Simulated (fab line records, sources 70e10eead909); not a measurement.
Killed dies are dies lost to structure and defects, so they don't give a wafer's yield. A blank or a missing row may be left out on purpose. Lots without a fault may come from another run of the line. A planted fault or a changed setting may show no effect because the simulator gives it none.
Which tool did it? | flow nand_harc | 24 lots, 72 wafers sampled, at 1 step of a route of 1302

WHAT THE GAUGES READ, wafer by wafer
NHARC_A_WL_FILL_INSPECT_15. Usual: raw_defect_count 437, standard deviation 110.
lot  | measured     | on                | raw_defect_count | flag
L074 | day 21 14:27 | defect_inspect-01 | 382 219 219      |
L076 | day 21 14:28 | defect_inspect-02 | 552 469 441      |
L075 | day 21 23:10 | defect_inspect-01 | 415 431 354      |
L077 | day 22 04:42 | defect_inspect-01 | 299 311 421      |
L078 | day 22 14:55 | defect_inspect-01 | 654 526 551      |
L079 | day 23 07:13 | defect_inspect-02 | 666 560 532      |
L080 | day 23 13:25 | defect_inspect-01 | 309 427 577      |
L081 | day 24 09:26 | defect_inspect-02 | 613 491 512      |
L083 | day 25 01:19 | defect_inspect-02 | 401 469 640      |
L082 | day 25 01:19 | defect_inspect-01 | 294 344 314      |
L084 | day 25 19:04 | defect_inspect-01 | 410 509 624      |
L086 | day 25 19:05 | defect_inspect-02 | 282 319 324      |
L087 | day 26 03:52 | defect_inspect-01 | 365 419 509      |
L085 | day 26 03:53 | defect_inspect-02 | 450 492 270      |
L088 | day 27 03:07 | defect_inspect-02 | 463 453 564      |
L089 | day 27 06:46 | defect_inspect-01 | 609 417 445      |
L090 | day 27 13:34 | defect_inspect-01 | 358 347 584      |
L091 | day 28 12:21 | defect_inspect-02 | 532 705 526      |
L092 | day 28 12:22 | defect_inspect-01 | 371 413 339      |
L093 | day 28 18:56 | defect_inspect-01 | 431 537 508      |
L094 | day 29 02:04 | defect_inspect-01 | 437 324 406      |
L096 | day 29 20:59 | defect_inspect-01 | 403 476 363      |
L095 | day 29 23:22 | defect_inspect-01 | 502 375 424      |
L097 | day 30 15:54 | defect_inspect-02 | 419 446 412      |

WHICH TOOL RAN EACH LOT (tool, then ch and the chambers of the sampled wafers, then the start)
The record holds no process step before these readings.

WHAT THE TOOLS THEMSELVES READ (means of the sampled wafers that have a number; where no wafer has one, the mark that the record gives instead)
The record holds no such reading with a usual standard deviation.

THE ANSWER, worked out from the rows above alone
Rule: a lot is off if the mean of its wafers that have a number lies more than 3 standard deviations from the usual mean. A lot without any number at a reading at which 4 lots or more have one is off too. The other lots that the step has rows for count as sound. The gauges are gone through in route order, then the tools' own readings, and for those a lot's mean is taken as printed above. The first step at which some lot is off is used, and at that step the reading that is off furthest; a lot without a number counts as furthest.
No lot is off at any reading shown: from this, nothing can be told.

WHAT THE SIMULATOR HAD PUT IN
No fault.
